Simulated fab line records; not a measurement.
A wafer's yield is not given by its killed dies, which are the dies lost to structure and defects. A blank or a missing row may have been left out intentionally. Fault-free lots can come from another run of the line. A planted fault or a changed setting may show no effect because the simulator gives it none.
Matching of chambers :: flow n5 finfet :: N5_BEOL_M6_STRIP_67 on rie diel-01: 4 sister chambers
The step strips in CF4. 14 wafers are shown with their chamber, then 7 later ones without.

## WAFERS WITH THEIR CHAMBER
wafer: L076.1
chamber: 0
showerhead plenum p Torr (Torr): 1.87
drypump motor current A (A): 5.8
throttle valve pct (%): 13.58

wafer: L076.2
chamber: 1
showerhead plenum p Torr (Torr): 1.80
drypump motor current A (A): 5.7
throttle valve pct (%): 13.50

wafer: L076.4
chamber: 2
showerhead plenum p Torr (Torr): 1.75
drypump motor current A (A): 6.2
throttle valve pct (%): 13.68

wafer: L081.1
chamber: 0
showerhead plenum p Torr (Torr): 1.87
drypump motor current A (A): 5.7
throttle valve pct (%): 13.58

wafer: L081.3
chamber: 2
showerhead plenum p Torr (Torr): 1.75
drypump motor current A (A): 6.2
throttle valve pct (%): 13.70

wafer: L081.6
chamber: 3
showerhead plenum p Torr (Torr): 1.79
drypump motor current A (A): 5.5
throttle valve pct (%): 13.74

wafer: L084.1
chamber: 0
showerhead plenum p Torr (Torr): 1.87
drypump motor current A (A): 5.7
throttle valve pct (%): 13.60

wafer: L084.2
chamber: 3
showerhead plenum p Torr (Torr): 1.79
drypump motor current A (A): 5.6
throttle valve pct (%): 13.78

wafer: L084.4
chamber: 1
showerhead plenum p Torr (Torr): 1.79
drypump motor current A (A): 5.8
throttle valve pct (%): 13.53

wafer: L088.2
chamber: 1
showerhead plenum p Torr (Torr): 1.79
drypump motor current A (A): 5.8
throttle valve pct (%): 13.56

wafer: L088.4
chamber: 2
showerhead plenum p Torr (Torr): 1.74
drypump motor current A (A): 6.2
throttle valve pct (%): 13.72

wafer: L088.5
chamber: 1
showerhead plenum p Torr (Torr): 1.79
drypump motor current A (A): 5.7
throttle valve pct (%): 13.56

wafer: L091.1
chamber: 3
showerhead plenum p Torr (Torr): 1.78
drypump motor current A (A): 5.6
throttle valve pct (%): 13.82

wafer: L091.4
chamber: 0
showerhead plenum p Torr (Torr): 1.87
drypump motor current A (A): 5.8
throttle valve pct (%): 13.63

SIGNATURES, as means of the wafers listed above
reading: showerhead plenum p Torr
chamber 0: 1.8700
chamber 1: 1.7925
chamber 2: 1.7467
chamber 3: 1.7867
scatter within a chamber: 0.00456

reading: drypump motor current A
chamber 0: 5.750
chamber 1: 5.750
chamber 2: 6.200
chamber 3: 5.567
scatter within a chamber: 0.0516

reading: throttle valve pct
chamber 0: 13.5975
chamber 1: 13.5375
chamber 2: 13.7000
chamber 3: 13.7800
scatter within a chamber: 0.0285
Rule: distance of a wafer from a chamber = root of the sum over the readings of ((wafer's reading minus chamber's mean) / reading's scatter) squared. If the next closest chamber is less than 2 further off than the closest, the wafer can't be placed; otherwise it belongs to the closest. The scatter: take each reading less its chamber's mean, square it, sum over the shown wafers, divide by the number of wafers less the number of chambers, and take the root.

## WAFERS MISSING THEIR CHAMBER
wafer: L091.6
showerhead plenum p Torr (Torr): 1.79
drypump motor current A (A): 5.7
throttle valve pct (%): 13.59

wafer: L096.1
showerhead plenum p Torr (Torr): 1.86
drypump motor current A (A): 5.7
throttle valve pct (%): 13.65

wafer: L096.2
showerhead plenum p Torr (Torr): 1.78
drypump motor current A (A): 5.7
throttle valve pct (%): 13.60

wafer: L096.3
showerhead plenum p Torr (Torr): 1.73
drypump motor current A (A): 6.2
throttle valve pct (%): 13.77

wafer: L094.1
showerhead plenum p Torr (Torr): 1.78
drypump motor current A (A): 5.7
throttle valve pct (%): 13.60

wafer: L094.4
showerhead plenum p Torr (Torr): 1.73
drypump motor current A (A): 6.2
throttle valve pct (%): 13.79

wafer: L094.5
showerhead plenum p Torr (Torr): 1.78
drypump motor current A (A): 5.7
throttle valve pct (%): 13.60

## THE CHAMBER EACH PASSED THROUGH
wafer: L091.6
from the rows above: 1
in truth: 1

wafer: L096.1
from the rows above: 0
in truth: 0

wafer: L096.2
from the rows above: 1
in truth: 1

wafer: L096.3
from the rows above: 2
in truth: 2

wafer: L094.1
from the rows above: 1
in truth: 1

wafer: L094.4
from the rows above: 2
in truth: 2

wafer: L094.5
from the rows above: 1
in truth: 1
Placed correctly: 7 of 7. Can't be placed from these rows: 0. Placed wrongly: 0.
